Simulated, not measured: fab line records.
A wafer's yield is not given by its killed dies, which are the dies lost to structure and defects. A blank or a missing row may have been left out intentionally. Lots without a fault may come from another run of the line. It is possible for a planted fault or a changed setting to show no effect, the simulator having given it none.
fab line records ; flow nandHarc
record: lots: 12; wafers: 36; lastDay: 24
route steps=1159 shown A_STAIRCASE@558
lots with no fault: from the same line, run without faults
startH: hours from the record's opening day to when the first of the lot's shown wafers began ; waitH: hours since the lot's step before ; " same as the row above ; L1.1+2: several wafers, shown together as one row ; - value missing, or start not given ; * or withheld: withheld ; < > ~ a bound
route shown NAME@n: NAME is a module with steps in the file, n the number in the route of the first one ; usual: mean/standard deviation of fault-free wafers ; same: alike in all rows ; chamber/n: place in a boat ; sites: readings site by site ; _std_site: the values' standard deviation ; _edge_site: the outer-site mean with the inner-site mean subtracted ; radiusMm: how far each site lies from the wafer's centre ; mask NAME#n: copy n ; behind: the last tool/chamber to shape the wafer ; hold: the reason the lot was held/the length of the hold in hours/how it ended ; device: names the non-switching transistor (n, p or np) ; end of line: the tests these same wafers got at the end of their route ; where a step has no rows: the recipe by itself ; killed: the dies lost at the first sort to structure and to defects; this is not the yield of the wafer ; map: per-die view of a wafer (x killed, . not killed, _ where there is no die)
set.NAME: setting as actually run; set.NAME@STEP: the setting as run at that earlier step ; model.NAME: the simulator's own value behind a step, which no gauge read
steps of the route over a sample of lots; a table a step, a row a wafer
services: a tool's chamber out of use, with start hour (startH, from the record's first day; less than 0 if before it), hours out, and reason
== steps ==
step: NHARC_A_STAIRCASE_ETCH_21
recipe: targetDepthA: 1000; timeS: 40.5; ionEnergyEv: 400; c4f8FlowSccm: 20; o2FlowSccm: 10; arFlowSccm: withheld; rfW: 600; biasW: 1000; chemistry: C4F8/O2
usual: oesProductAu: 0.948/0.017; rfFwdPowerW: 592.5/2.8; rfVppV: 896/4.2
lot.wafer;tool;chamber;startH;waitH;oesProductAu;rfFwdPowerW;rfHoursCounterH;rfVppV
L102.2;rieDiel-12;1;-;-;0.948;590.2;13;902
L102.1;rieDiel-12;3;-;-;0.949;594.4;14;893
L102.6;rieDiel-12;0;-;-;0.940;594.0;-;896
L104.3;rieDiel-08;3;-;-;0.926;593.2;47;894
L104.4;rieDiel-08;1;-;-;0.933;596.1;-;902
L104.5;rieDiel-08;3;-;-;0.946;596.2;-;893
L105.2;rieDiel-06;2;-;-;0.963;596.2;3;898
L105.1;rieDiel-06;3;-;-;0.956;595.1;3;902
L105.5;rieDiel-06;1;-;-;0.938;593.4;-;900
L108.2;rieDiel-06;0;-;-;0.953;590.6;14;893
L108.1;rieDiel-06;1;-;-;0.933;592.1;14;902
L108.5;rieDiel-06;3;-;-;0.967;592.7;-;902
L113.2;rieDiel-08;2;-;-;0.964;592.1;1;889
L113.1;rieDiel-08;3;-;-;0.972;593.8;1;893
L113.4;rieDiel-08;0;-;-;0.987;594.5;1;891
L115.4;rieDiel-06;3;-;-;0.976;591.4;26;900
L115.2;rieDiel-06;1;-;-;0.945;595.4;24;899
L115.6;rieDiel-06;3;-;-;0.974;589.6;-;900
L116.4;rieDiel-08;2;-;-;0.940;590.1;7;888
L116.5;rieDiel-08;3;-;-;0.943;592.2;-;894
L116.6;rieDiel-08;0;-;-;0.958;595.7;-;892
L117.2;rieDiel-08;2;-;-;0.968;591.1;10;886
L117.4;rieDiel-08;0;-;-;0.965;596.4;8;890
L117.6;rieDiel-08;2;-;-;0.959;588.3;-;888
L118.1;rieDiel-06;3;-;-;0.937;588.7;32;900
L118.3;rieDiel-06;0;-;-;0.934;590.7;34;894
L118.6;rieDiel-06;3;-;-;0.941;589.4;-;901
L119.1;rieDiel-08;2;-;-;0.940;595.4;13;889
L119.3;rieDiel-08;3;-;-;0.943;593.7;13;894
L119.5;rieDiel-08;1;-;-;0.934;592.8;-;903
L121.3;rieDiel-12;3;-;-;0.947;593.2;55;890
L121.4;rieDiel-12;0;-;-;0.928;592.3;50;896
L121.6;rieDiel-12;2;-;-;0.963;592.4;-;895
L124.1;rieDiel-06;0;-;-;0.967;591.9;44;894
L124.2;rieDiel-06;1;-;-;0.959;594.8;45;899
L124.6;rieDiel-06;0;-;-;0.976;589.5;-;892
step: NHARC_A_STAIRCASE_TRIM_191
recipe: timeS: 211.2; o2FlowSccm: 500; arFlowSccm: 0; biasW: 0; chemistry: O2
usual: drypumpMotorCurrentA: 5.7/0.51; oesProductAu: 0.996/0.011; rfVppV: 57.8/0.86; showerheadPlenumPTorr: 3.52/0.12; throttleValvePct: 17.036/0.0088
lot.wafer;tool;chamber;startH;waitH;drypumpMotorCurrentA;oesProductAu;rfHoursCounterH;rfVppV;showerheadPlenumPTorr;throttleValvePct
L102.1;rieDiel-08;1;-;-;6.6;0.996;41;57.2;3.71;17.035
L102.2;rieDiel-08;2;-;-;5.8;1.016;41;57.5;3.32;17.037
L102.6;rieDiel-08;2;-;-;5.8;1.014;-;59.2;3.32;17.029
L104.4;rieDiel-08;0;-;-;5.8;1.002;38;58.3;3.41;17.011
L104.3;rieDiel-08;2;-;-;5.8;1.014;42;58.5;3.32;17.039
L104.5;rieDiel-08;0;-;-;5.8;0.996;-;57.5;3.41;17.032
L105.2;rieDiel-06;3;-;-;6.1;1.005;4;57.0;3.68;17.044
L105.1;rieDiel-06;1;-;-;5.9;0.995;4;58.4;3.65;17.041
L105.5;rieDiel-06;3;-;-;6.1;0.999;-;57.8;3.68;17.034
L108.1;rieDiel-08;1;-;-;6.6;1.002;60;59.1;3.70;17.033
L108.2;rieDiel-08;2;-;-;5.8;1.014;53;57.6;3.32;17.037
L108.5;rieDiel-08;0;-;-;5.8;0.998;-;56.8;3.41;17.049
L113.1;rieDiel-12;0;-;-;5.8;0.984;37;57.2;3.51;17.035
L113.2;rieDiel-12;1;-;-;6.0;0.979;41;57.0;3.65;17.040
L113.4;rieDiel-12;2;-;-;5.5;1.012;43;56.4;3.52;17.030
L115.2;rieDiel-12;0;-;-;5.8;0.985;40;57.8;3.51;17.035
L115.4;rieDiel-12;2;-;-;5.5;0.996;46;58.2;3.52;17.017
L115.6;rieDiel-12;0;-;-;5.9;0.993;-;57.7;3.51;17.031
L116.4;rieDiel-12;0;-;-;5.8;0.988;43;57.3;3.51;17.036
L116.5;rieDiel-12;0;-;-;5.8;0.979;-;59.3;3.51;17.041
L116.6;rieDiel-12;1;-;-;6.0;0.974;-;57.9;3.64;17.039
L117.2;rieDiel-12;2;-;-;5.4;1.004;51;57.7;3.51;17.010
L117.4;rieDiel-12;0;-;-;5.8;0.984;45;58.1;3.51;17.045
L117.6;rieDiel-12;1;-;-;6.0;0.984;-;56.4;3.64;17.036
L118.3;rieDiel-12;0;-;-;5.8;0.989;45;57.3;3.51;17.029
L118.1;rieDiel-12;3;-;-;4.7;0.979;50;58.2;3.42;17.045
L118.6;rieDiel-12;0;-;-;5.9;0.974;-;57.6;3.51;17.028
L119.1;rieDiel-06;0;-;-;5.2;0.995;37;57.4;3.46;17.053
L119.3;rieDiel-06;1;-;-;5.8;0.995;37;57.5;3.63;17.037
L119.5;rieDiel-06;2;-;-;6.1;1.019;-;58.4;3.59;17.020
L121.3;rieDiel-06;3;-;-;6.1;1.018;38;57.4;3.66;17.036
L121.4;rieDiel-06;0;-;-;5.2;1.001;39;57.8;3.45;17.049
L121.6;rieDiel-06;1;-;-;5.8;0.997;-;58.7;3.63;17.044
L124.1;rieDiel-06;3;-;-;6.1;1.001;43;57.1;3.66;17.044
L124.2;rieDiel-06;1;-;-;5.8;0.988;46;56.8;3.63;17.038
L124.6;rieDiel-06;3;-;-;6.1;0.995;-;57.2;3.65;17.036
step: NHARC_A_STAIRCASE_ETCH_192
recipe: targetDepthA: 1000; timeS: 40.5; ionEnergyEv: 400; c4f8FlowSccm: 20; o2FlowSccm: 10; arFlowSccm: withheld; rfW: 600; biasW: 1000; chemistry: C4F8/O2
usual: oesProductAu: 0.937/0.015; rfFwdPowerW: 593.0/2.5; rfVppV: 896/4.5
lot.wafer;tool;chamber;startH;waitH;oesProductAu;rfFwdPowerW;rfHoursCounterH;rfVppV
L102.2;rieDiel-08;2;245.17;-;0.943;590.7;41;889
L102.1;rieDiel-08;1;245.17;-;0.929;594.9;41;903
L102.6;rieDiel-08;1;245.17;-;0.926;592.6;-;901
L104.4;rieDiel-08;3;260.68;-;0.935;593.5;51;895
L104.3;rieDiel-08;0;260.68;-;0.927;593.9;39;891
L104.5;rieDiel-08;0;260.68;-;0.944;593.6;-;892
L105.1;rieDiel-06;1;262.01;-;0.926;591.5;5;901
L105.2;rieDiel-06;2;262.01;-;0.930;595.5;5;899
L105.5;rieDiel-06;0;262.01;-;0.919;591.9;-;893
L108.2;rieDiel-08;0;290.79;-;0.950;596.5;49;892
L108.1;rieDiel-08;1;290.79;-;0.966;593.9;60;903
L108.5;rieDiel-08;3;290.79;-;1.045;689.4;-;894
L113.1;rieDiel-12;0;317.04;-;0.926;593.7;38;897
L113.2;rieDiel-12;1;317.04;-;0.906;588.1;42;902
L113.4;rieDiel-12;2;317.04;-;0.942;598.4;43;895
L115.2;rieDiel-12;3;322.26;-;0.924;589.2;46;893
L115.4;rieDiel-12;0;322.26;-;0.911;596.1;40;895
L115.6;rieDiel-12;3;322.26;-;0.926;590.7;-;893
L116.4;rieDiel-12;0;331.22;-;0.917;593.2;43;895
L116.5;rieDiel-12;1;331.22;-;0.932;585.5;-;900
L116.6;rieDiel-12;2;331.22;-;0.961;596.0;-;894
L117.4;rieDiel-12;3;341.58;-;0.910;591.9;50;892
L117.2;rieDiel-12;0;341.58;-;0.913;594.2;45;897
L117.6;rieDiel-12;3;341.58;-;0.920;595.4;-;893
L118.3;rieDiel-12;2;342.23;-;0.941;596.5;51;895
L118.1;rieDiel-12;0;342.23;-;0.920;594.2;46;895
L118.6;rieDiel-12;2;342.23;-;0.937;597.3;-;896
L119.3;rieDiel-06;1;347.36;-;0.954;592.6;37;900
L119.1;rieDiel-06;3;347.36;-;0.954;593.5;35;901
L119.5;rieDiel-06;1;347.36;-;0.945;594.5;-;901
L121.4;rieDiel-06;2;357.19;-;0.946;595.5;41;898
L121.3;rieDiel-06;0;357.19;-;0.935;591.9;40;894
L121.6;rieDiel-06;1;357.19;-;0.937;595.8;-;901
L124.2;rieDiel-06;1;373.64;-;0.922;593.4;46;900
L124.1;rieDiel-06;0;373.64;-;0.939;589.7;44;894
L124.6;rieDiel-06;2;373.64;-;0.946;596.1;-;899
step: NHARC_A_STAIRCASE_ETCH_197
recipe: targetDepthA: 1000; timeS: 40.5; ionEnergyEv: 400; c4f8FlowSccm: 20; o2FlowSccm: 10; arFlowSccm: withheld; rfW: 600; biasW: 1000; chemistry: C4F8/O2
usual: oesProductAu: 0.941/0.017; rfFwdPowerW: 592.9/2.8; rfVppV: 896/4.2
lot.wafer;tool;chamber;startH;waitH;oesProductAu;rfFwdPowerW;rfHoursCounterH;rfVppV
L102.1;rieDiel-08;1;246.33;0.5;0.920;592.9;42;904
L102.2;rieDiel-08;1;246.33;0.5;0.918;592.3;-;902
L102.6;rieDiel-08;1;246.33;0.5;0.916;594.1;-;903
L104.3;rieDiel-12;2;-;-;0.926;594.7;23;896
L104.4;rieDiel-12;0;-;-;0.919;591.3;17;896
L104.5;rieDiel-12;3;-;-;0.920;589.9;-;893
L105.1;rieDiel-08;0;-;-;0.971;595.9;41;891
L105.2;rieDiel-08;2;-;-;0.974;595.0;44;888
L105.5;rieDiel-08;0;-;-;0.966;594.9;-;890
L108.1;rieDiel-08;3;-;-;0.943;596.0;62;892
L108.2;rieDiel-08;2;-;-;0.952;593.7;53;887
L108.5;rieDiel-08;3;-;-;0.945;593.8;-;894
L113.4;rieDiel-12;2;-;-;0.956;594.9;44;896
L113.2;rieDiel-12;3;-;-;0.946;593.1;44;892
L113.1;rieDiel-12;0;-;-;0.927;589.8;38;895
L115.2;rieDiel-06;0;-;-;0.953;591.8;28;893
L115.4;rieDiel-06;1;-;-;0.964;596.0;27;899
L115.6;rieDiel-06;3;-;-;0.961;591.2;-;902
L116.4;rieDiel-12;2;-;-;0.940;600.3;49;894
L116.6;rieDiel-12;0;-;-;0.922;591.7;-;895
L116.5;rieDiel-12;1;-;-;0.923;590.4;-;900
L117.4;rieDiel-12;1;-;-;0.918;584.2;52;901
L117.2;rieDiel-12;3;-;-;0.939;591.2;51;892
L117.6;rieDiel-12;2;-;-;0.950;597.3;-;897
L118.3;rieDiel-06;3;-;-;0.950;594.6;33;900
L118.1;rieDiel-06;2;-;-;0.959;594.6;36;899
L118.6;rieDiel-06;0;-;-;0.952;592.3;-;894
L119.3;rieDiel-06;0;-;-;0.934;590.1;37;893
L119.1;rieDiel-06;2;-;-;0.950;592.2;39;899
L119.5;rieDiel-06;1;-;-;0.957;592.3;-;899
L121.3;rieDiel-06;3;-;-;0.956;595.5;38;901
L121.4;rieDiel-06;0;-;-;0.945;591.9;40;894
L121.6;rieDiel-06;2;-;-;0.942;592.1;-;898
L124.1;rieDiel-06;0;-;-;0.954;592.9;45;894
L124.2;rieDiel-06;3;-;-;0.943;587.5;43;901
L124.6;rieDiel-06;0;-;-;0.931;590.6;-;894
== services ==
tool;chamber;startH;hours;kind
rieDiel-12;0;217.92;8.8;repair
rieDiel-06;0;220.38;-;clean
rieDiel-06;1;220.38;-;clean
rieDiel-06;2;220.38;-;clean
rieDiel-06;3;220.38;-;clean
rieDiel-08;0;221.02;31.8;repair
rieDiel-12;-;221.21;0.3;repair
rieDiel-08;3;240.57;5.9;repair
rieDiel-06;-;241.21;9.0;pm
rieDiel-06;0;241.21;9.0;ventCycle
rieDiel-06;1;241.21;9.0;ventCycle
rieDiel-06;2;241.21;9.0;ventCycle
rieDiel-06;3;241.21;9.0;ventCycle
rieDiel-08;2;245.58;13.5;repair
rieDiel-06;0;250.21;-;clean
rieDiel-06;1;250.21;-;clean
rieDiel-06;1;250.21;-;consumableReplace:focusRing
rieDiel-06;2;250.21;-;clean
rieDiel-06;3;250.21;-;clean
rieDiel-12;2;271.12;2.6;repair
rieDiel-06;-;289.23;1.7;repair
rieDiel-08;-;301.88;9.0;pm
rieDiel-06;1;302.71;4.0;repair
rieDiel-12;2;373.74;7.6;repair
== key ==
firstSign: step: NHARC_A_STAIRCASE_ETCH_192; reading: rfFwdPowerW; direction: up; sigmas: 39; usual: *; struck: *
effect: step: NHARC_A_STAIRCASE_ETCH_192; reading: oesProductAu; direction: up; sigmas: 7.4; usual: 0.937; struck: 1.045
metAt NHARC_A_STAIRCASE_ETCH_192
struckLots L108
struckWafers L108.5
testerLeftOut L108
notActingAt NHARC_A_STAIRCASE_ETCH_21,NHARC_A_STAIRCASE_TRIM_191,NHARC_A_STAIRCASE_ETCH_197
onsetBetween 260.68 290.79
fault: kind: processParameterDrift; tool: rieDiel-08; chamber: 3; onsetH: 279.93; steps: NHARC_A_STAIRCASE_ETCH_192; channel: rfW; offset: *; shape: step; endH: 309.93; actsIn: *; stated: *
testerLeftOut: of these lots the tester's yield and bins aren't shown, on N5 and GAA mostly nor the transistor test; their killed dies are dies lost to structure and defects alone, not to doping, threshold or leakage, so they don't give the yield
